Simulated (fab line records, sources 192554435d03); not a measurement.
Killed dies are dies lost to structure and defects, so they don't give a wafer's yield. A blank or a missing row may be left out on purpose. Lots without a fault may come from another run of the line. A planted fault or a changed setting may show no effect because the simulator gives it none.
Which tool did it? | flow n5_finfet | 24 lots, 72 wafers sampled, at 5 steps of a route of 1938

WHAT THE GAUGES READ, wafer by wafer
N5_SD_EPI_P_OVL_MEAS_10. Usual: SD_P_BLK_OVL -0.3 nm, standard deviation 0.79.
lot  | measured    | on         | SD_P_BLK_OVL (nm) | flag
L074 | day 3 05:58 | overlay-02 | -0.4 0.0 -0.2     |
L075 | day 3 11:57 | overlay-01 | -1.1 -0.4 -1.4    |
L076 | day 3 17:28 | overlay-02 | 0.4 0.6 0.4       |
L077 | day 4 00:21 | overlay-01 | -0.6 -2.5 -0.2    |
L078 | day 4 06:20 | overlay-02 | -1.1 -0.5 0.5     |
L079 | day 4 13:32 | overlay-02 | 0.8 -0.3 -0.5     |
L080 | day 4 21:36 | overlay-01 | 0.0 -0.1 0.0      |
L081 | day 5 00:56 | overlay-02 | 0.3 -1.0 -0.2     |
L082 | day 5 08:28 | overlay-01 | -1.1 0.3 -0.9     |
L083 | day 5 13:07 | overlay-02 | -0.8 -0.4 -0.2    |
L084 | day 5 17:13 | overlay-02 | -1.6 -0.4 -0.4    |
L085 | day 6 00:44 | overlay-01 | -1.5 -0.2 -0.1    |
L086 | day 6 05:33 | overlay-01 | -1.2 -2.2 0.1     |
L087 | day 6 11:02 | overlay-01 | 0.6 -0.4 0.3      |
L088 | day 6 17:10 | overlay-02 | 0.1 0.2 0.6       |
L089 | day 6 23:55 | overlay-01 | -0.7 0.4 -0.1     |
L090 | day 7 05:20 | overlay-02 | -0.9 -2.0 -1.2    |
L091 | day 7 12:53 | overlay-02 | -0.5 0.1 -0.1     |
L092 | day 7 18:27 | overlay-02 | -0.2 -0.4 -0.6    |
L093 | day 8 01:25 | overlay-02 | 0.7 0.4 1.3       |
L094 | day 8 05:40 | overlay-02 | 0.1 0.2 0.2       |
L095 | day 8 10:53 | overlay-02 | -0.6 -0.2 0.3     |
L096 | day 9 00:14 | overlay-01 | -0.3 -0.4 0.4     |
L097 | day 9 06:07 | overlay-02 | -1.4 -2.0 -1.9    |

N5_ILD0_INSPECT_06: inspects for defects (darkfield). Usual: raw_defect_count 44, standard deviation 18.
lot  | measured    | on                | raw_defect_count | flag
L074 | day 3 18:55 | defect_inspect-02 | 41 17 43         |
L075 | day 3 22:56 | defect_inspect-01 | 56 62 45         |
L076 | day 4 04:16 | defect_inspect-01 | 43 28 47         |
L077 | day 4 11:25 | defect_inspect-02 | 72 38 35         |
L078 | day 4 18:47 | defect_inspect-01 | 41 52 39         |
L079 | day 5 01:44 | defect_inspect-02 | 41 27 50         |
L080 | day 5 08:29 | defect_inspect-02 | 44 24 38         |
L081 | day 5 11:50 | defect_inspect-02 | 11 24 19         |
L082 | day 5 20:32 | defect_inspect-01 | 40 48 46         |
L083 | day 6 02:25 | defect_inspect-02 | 71 86 75         |
L084 | day 6 04:17 | defect_inspect-02 | 65 34 31         |
L085 | day 6 12:00 | defect_inspect-02 | 62 42 59         |
L086 | day 6 16:28 | defect_inspect-01 | 36 75 22         |
L087 | day 6 22:16 | defect_inspect-01 | 41 24 37         |
L088 | day 7 04:40 | defect_inspect-02 | 41 64 74         |
L089 | day 7 11:13 | defect_inspect-01 | 59 25 61         |
L090 | day 7 16:22 | defect_inspect-01 | 47 53 79         |
L091 | day 7 23:52 | defect_inspect-01 | 89 57 79         |
L092 | day 8 05:16 | defect_inspect-02 | 37 17 21         |
L093 | day 8 14:26 | defect_inspect-01 | 39 27 42         |
L094 | day 8 17:44 | defect_inspect-01 | 40 41 40         |
L095 | day 8 21:43 | defect_inspect-01 | 41 20 46         |
L096 | day 9 12:05 | defect_inspect-01 | 36 37 35         |
L097 | day 9 18:20 | defect_inspect-01 | 30 45 42         |

N5_HKMG_FIN_CD_MEAS_49: target cd 202 nm. Usual: cd_nm 201.8 nm, standard deviation 0.64.
lot  | measured     | on        | cd_nm (nm)        | flag
L074 | day 4 02:25  | cd_sem-01 | 201.9 202.3 202.1 |
L075 | day 4 05:18  | cd_sem-02 | 201.3 201.4 202.4 |
L076 | day 4 10:18  | cd_sem-01 | 201.9 200.9 202.3 |
L077 | day 4 17:37  | cd_sem-01 | 202.1 202.2 201.3 |
L078 | day 5 02:42  | cd_sem-01 | 202.7 200.4 201.6 |
L079 | day 5 08:28  | cd_sem-02 | 202.1 201.5 201.4 |
L080 | day 5 15:11  | cd_sem-03 | 200.4 201.3 200.7 |
L081 | day 5 18:15  | cd_sem-03 | 203.1 201.8 202.8 |
L082 | day 6 03:47  | cd_sem-02 | 201.6 201.9 202.1 |
L083 | day 6 08:16  | cd_sem-02 | 200.9 202.2 202.2 |
L084 | day 6 10:40  | cd_sem-02 | 200.8 201.6 202.0 |
L085 | day 6 18:41  | cd_sem-03 | 201.7 202.6 202.1 |
L086 | day 6 22:32  | cd_sem-02 | 202.3 202.6 201.8 |
L087 | day 7 04:47  | cd_sem-02 | 202.5 202.2 201.1 |
L088 | day 7 10:46  | cd_sem-02 | 201.1 201.0 201.4 |
L089 | day 7 18:19  | cd_sem-01 | 201.2 201.8 201.5 |
L090 | day 7 22:27  | cd_sem-03 | 201.7 203.1 202.7 |
L091 | day 8 06:16  | cd_sem-01 | 202.7 202.4 201.4 |
L092 | day 8 11:52  | cd_sem-02 | 201.7 201.5 202.1 |
L093 | day 8 20:28  | cd_sem-03 | 201.0 201.7 202.3 |
L094 | day 9 00:27  | cd_sem-02 | 201.4 201.8 200.6 |
L095 | day 9 04:05  | cd_sem-02 | 201.2 202.2 201.2 |
L096 | day 9 17:56  | cd_sem-03 | 201.8 202.7 201.8 |
L097 | day 10 00:22 | cd_sem-01 | 201.2 202.6 201.6 |

WHICH TOOL RAN EACH LOT (tool, then ch and the chambers of the sampled wafers, then the start)
lot  | N5_SD_EPI_N_ETCHBACK_44           | N5_DUMMY_REMOVAL_STRIP_10
L074 | rie_diel-05 ch 0,1,3, day 3 01:09 | rie_diel-03 ch 0,2,3, day 4 00:37
L075 | rie_diel-04 ch 0,2,3, day 3 08:00 | rie_diel-01 ch 0,2, day 4 03:31
L076 | rie_diel-06 ch 0,2, day 3 13:32   | rie_diel-03 ch 0,2, day 4 08:46
L077 | rie_diel-04 ch 0,2, day 3 20:23   | rie_diel-03 ch 2,3, day 4 15:56
L078 | rie_diel-06 ch 1,2,3, day 4 02:30 | rie_diel-01 ch 0,1,2, day 5 00:59
L079 | rie_diel-04 ch 0,1,3, day 4 09:35 | rie_diel-02 ch 1,2, day 5 06:49
L080 | rie_diel-04 ch 1,2,3, day 4 17:43 | rie_diel-01 ch 0,1, day 5 13:51
L081 | rie_diel-05 ch 0,1, day 4 18:58   | rie_diel-03 ch 1,3, day 5 16:55
L082 | rie_diel-04 ch 0,2,3, day 5 04:31 | rie_diel-03 ch 0,1,3, day 6 02:16
L083 | rie_diel-05 ch 1,2, day 5 09:17   | rie_diel-01 ch 0,1, day 6 06:56
L084 | rie_diel-04 ch 1,2,3, day 5 13:16 | rie_diel-01 ch 0,1,2, day 6 09:17
L085 | rie_diel-05 ch 0,1,3, day 5 20:53 | rie_diel-01 ch 0,2,3, day 6 17:04
L086 | rie_diel-06 ch 0,2,3, day 6 01:35 | rie_diel-02 ch 0,1,3, day 6 21:11
L087 | rie_diel-04 ch 1,2,3, day 6 07:05 | rie_diel-01 ch 1,3, day 7 03:12
L088 | rie_diel-04 ch 0,2,3, day 6 13:08 | rie_diel-03 ch 2,3, day 7 09:18
L089 | rie_diel-04 ch 1,2,3, day 6 19:59 | rie_diel-01 ch 1,2, day 7 15:37
L090 | rie_diel-05 ch 0,2, day 7 01:22   | rie_diel-02 ch 0,1,3, day 7 20:55
L091 | rie_diel-05 ch 1,2,3, day 7 08:56 | rie_diel-01 ch 0,2,3, day 8 04:35
L092 | rie_diel-06 ch 1,2, day 7 14:28   | rie_diel-03 ch 0,1,2, day 8 10:26
L093 | rie_diel-06 ch 0,3, day 7 21:35   | rie_diel-01 ch 0,1, day 8 18:59
L094 | rie_diel-05 ch 2,3, day 8 01:18   | rie_diel-02 ch 0,1,3, day 8 23:05
L095 | rie_diel-04 ch 0,1,3, day 8 07:04 | rie_diel-02 ch 0,1,2, day 9 02:37
L096 | rie_diel-05 ch 0,1,3, day 8 20:18 | rie_diel-03 ch 0,1,3, day 9 16:36
L097 | rie_diel-04 ch 0,2,3, day 9 02:10 | rie_diel-01 ch 0,2, day 9 22:54
- N5_SD_EPI_N_ETCHBACK_44: etches SiNx in CH3F/O2, stops on SiO2, target depth 14.5 nm.
- N5_DUMMY_REMOVAL_STRIP_10: strips in N2/H2, time 40 s.

WHAT THE TOOLS THEMSELVES READ (means of the sampled wafers that have a number; where no wafer has one, the mark that the record gives instead)
N5_SD_EPI_N_ETCHBACK_44. Usual: CH3F_flow_sccm 30.00 sccm, standard deviation 0.097; chamber_pressure_mTorr 30.002 mTorr, standard deviation 0.027; drypump_motor_current_A 5.7 A, standard deviation 0.58; oes_product_au 0.65 a.u., standard deviation 0.068; rf_vpp_V 301 V, standard deviation 7.3; showerhead_plenum_p_Torr 2.00 Torr, standard deviation 0.071; throttle_valve_pct 16.5 %, standard deviation 0.31.
lot  | tool        | CH3F_flow_sccm (sccm) | chamber_pressure_mTorr (mTorr) | drypump_motor_current_A (A) | oes_product_au (a.u.) | rf_vpp_V (V) | showerhead_plenum_p_Torr (Torr) | throttle_valve_pct (%) | flag
L074 | rie_diel-05 | 30.02                 | 30.009                         | 5.5                         | 0.61                  | 303          | 1.95                            | 16.6                   |
L075 | rie_diel-04 | 30.08                 | 30.017                         | 6.2                         | 0.65                  | 307          | 2.00                            | 16.5                   |
L076 | rie_diel-06 | 30.03                 | 30.005                         | 5.8                         | 0.65                  | 297          | 2.03                            | 16.5                   |
L077 | rie_diel-04 | 30.10                 | 30.035                         | 6.0                         | 0.61                  | 309          | 1.99                            | 16.4                   |
L078 | rie_diel-06 | 30.03                 | 29.997                         | 5.3                         | 0.69                  | 301          | 2.05                            | 16.2                   |
L079 | rie_diel-04 | 29.96                 | 30.002                         | 6.3                         | 0.65                  | 303          | 2.04                            | 16.6                   |
L080 | rie_diel-04 | 30.06                 | 30.010                         | 5.9                         | 0.63                  | 302          | 1.99                            | 16.7                   |
L081 | rie_diel-05 | 30.00                 | 29.997                         | 5.0                         | 0.60                  | 300          | 1.90                            | 16.7                   |
L082 | rie_diel-04 | 29.98                 | 30.006                         | 6.2                         | 0.63                  | 308          | 1.99                            | 16.5                   |
L083 | rie_diel-05 | 30.02                 | 29.986                         | 5.3                         | 0.71                  | 297          | 1.97                            | 16.1                   |
L084 | rie_diel-04 | 30.07                 | 30.036                         | 5.9                         | 0.62                  | 301          | 1.99                            | 16.7                   |
L085 | rie_diel-05 | 29.90                 | 29.977                         | 5.5                         | 0.59                  | 302          | 1.95                            | 16.6                   |
L086 | rie_diel-06 | 30.06                 | 29.999                         | 5.7                         | 0.66                  | 302          | 2.04                            | 16.4                   |
L087 | rie_diel-04 | 29.93                 | 30.006                         | 5.9                         | 0.62                  | 301          | 1.99                            | 16.7                   |
L088 | rie_diel-04 | 30.00                 | 30.024                         | 6.2                         | 0.63                  | 307          | 1.99                            | 16.5                   |
L089 | rie_diel-04 | 30.02                 | 29.977                         | 5.9                         | 0.62                  | 301          | 1.99                            | 16.7                   |
L090 | rie_diel-05 | 29.95                 | 29.995                         | 5.1                         | 0.70                  | 298          | 1.98                            | 16.1                   |
L091 | rie_diel-05 | 30.05                 | 29.996                         | 5.6                         | 0.72                  | 300          | 1.97                            | 16.2                   |
L092 | rie_diel-06 | 30.02                 | 30.016                         | 4.9                         | 0.63                  | 295          | 2.02                            | 16.4                   |
L093 | rie_diel-06 | 29.99                 | 29.967                         | 6.0                         | 0.65                  | 304          | 1.99                            | 16.4                   |
L094 | rie_diel-05 | 30.00                 | 29.996                         | 6.0                         | 0.79                  | 303          | 2.03                            | 16.0                   |
L095 | rie_diel-04 | 29.95                 | 30.020                         | 6.3                         | 0.62                  | 303          | 2.02                            | 16.7                   |
L096 | rie_diel-05 | 29.94                 | 30.018                         | 5.5                         | 0.73                  | 303          | 2.02                            | 16.4                   |
L097 | rie_diel-04 | 29.95                 | 30.002                         | 6.2                         | 0.71                  | 307          | 1.98                            | 16.4                   |

N5_DUMMY_REMOVAL_STRIP_10. Usual: chamber_pressure_mTorr 99.99 mTorr, standard deviation 0.082; drypump_motor_current_A 5.8 A, standard deviation 0.43; oes_product_au 0.76 a.u., standard deviation 0.084; rf_vpp_V 45.4 V, standard deviation 0.74; showerhead_plenum_p_Torr 3.42 Torr, standard deviation 0.095; throttle_valve_pct 12.32 %, standard deviation 0.24.
lot  | tool        | chamber_pressure_mTorr (mTorr) | drypump_motor_current_A (A) | oes_product_au (a.u.) | rf_vpp_V (V) | showerhead_plenum_p_Torr (Torr) | throttle_valve_pct (%) | flag
L074 | rie_diel-03 | 99.93                          | 6.4                         | 0.84                  | 45.4         | 3.48                            | 11.96                  |
L075 | rie_diel-01 | 100.02                         | 5.3                         | 0.85                  | 45.4         | 3.48                            | 12.37                  |
L076 | rie_diel-03 | 100.03                         | 6.3                         | 0.77                  | 45.1         | 3.41                            | 12.02                  |
L077 | rie_diel-03 | 99.94                          | 6.5                         | 0.83                  | 44.8         | 3.43                            | 11.98                  |
L078 | rie_diel-01 | 100.02                         | 5.4                         | 0.77                  | 45.6         | 3.44                            | 12.34                  |
L079 | rie_diel-02 | 99.94                          | 5.9                         | 0.76                  | 45.2         | 3.42                            | 12.45                  |
L080 | rie_diel-01 | 99.99                          | 5.3                         | 0.72                  | 45.8         | 3.45                            | 12.26                  |
L081 | rie_diel-03 | 99.98                          | 6.0                         | 0.81                  | 45.0         | 3.43                            | 12.22                  |
L082 | rie_diel-03 | 100.03                         | 6.1                         | 0.81                  | 45.7         | 3.48                            | 12.10                  |
L083 | rie_diel-01 | 100.05                         | 5.3                         | 0.71                  | 45.8         | 3.45                            | 12.27                  |
L084 | rie_diel-01 | 100.03                         | 5.4                         | 0.77                  | 44.7         | 3.43                            | 12.37                  |
L085 | rie_diel-01 | 100.05                         | 5.6                         | 0.77                  | 46.4         | 3.43                            | 12.34                  |
L086 | rie_diel-02 | 99.96                          | 5.8                         | 0.71                  | 45.3         | 3.35                            | 12.61                  |
L087 | rie_diel-01 | 100.00                         | 5.9                         | 0.67                  | 44.6         | 3.33                            | 12.35                  |
L088 | rie_diel-03 | 100.02                         | 6.5                         | 0.80                  | 45.5         | 3.42                            | 12.02                  |
L089 | rie_diel-01 | 99.94                          | 5.5                         | 0.79                  | 44.5         | 3.41                            | 12.49                  |
L090 | rie_diel-02 | 99.94                          | 5.8                         | 0.71                  | 46.0         | 3.35                            | 12.63                  |
L091 | rie_diel-01 | 100.02                         | 5.6                         | 0.75                  | 45.9         | 3.42                            | 12.37                  |
L092 | rie_diel-03 | 99.99                          | 6.1                         | 0.74                  | 45.6         | 3.39                            | 12.21                  |
L093 | rie_diel-01 | 99.99                          | 5.5                         | 0.69                  | 45.3         | 3.38                            | 12.36                  |
L094 | rie_diel-02 | 99.99                          | 5.8                         | 0.70                  | 45.1         | 3.34                            | 12.65                  |
L095 | rie_diel-02 | 99.96                          | 5.9                         | 0.72                  | 45.5         | 3.40                            | 12.55                  |
L096 | rie_diel-03 | 100.05                         | 6.1                         | 0.79                  | 45.5         | 3.47                            | 12.18                  |
L097 | rie_diel-01 | 99.97                          | 5.3                         | 0.75                  | 45.1         | 3.47                            | 12.39                  |

THE ANSWER, worked out from the rows above alone
Rule: a lot is off if the mean of its wafers that have a number lies more than 3 standard deviations from the usual mean. A lot without any number at a reading at which 4 lots or more have one is off too. The other lots that the step has rows for count as sound. The gauges are gone through in route order, then the tools' own readings, and for those a lot's mean is taken as printed above. The first step at which some lot is off is used, and at that step the reading that is off furthest; a lot without a number counts as furthest.
No lot is off at any reading shown: from this, nothing can be told.

WHAT THE SIMULATOR HAD PUT IN
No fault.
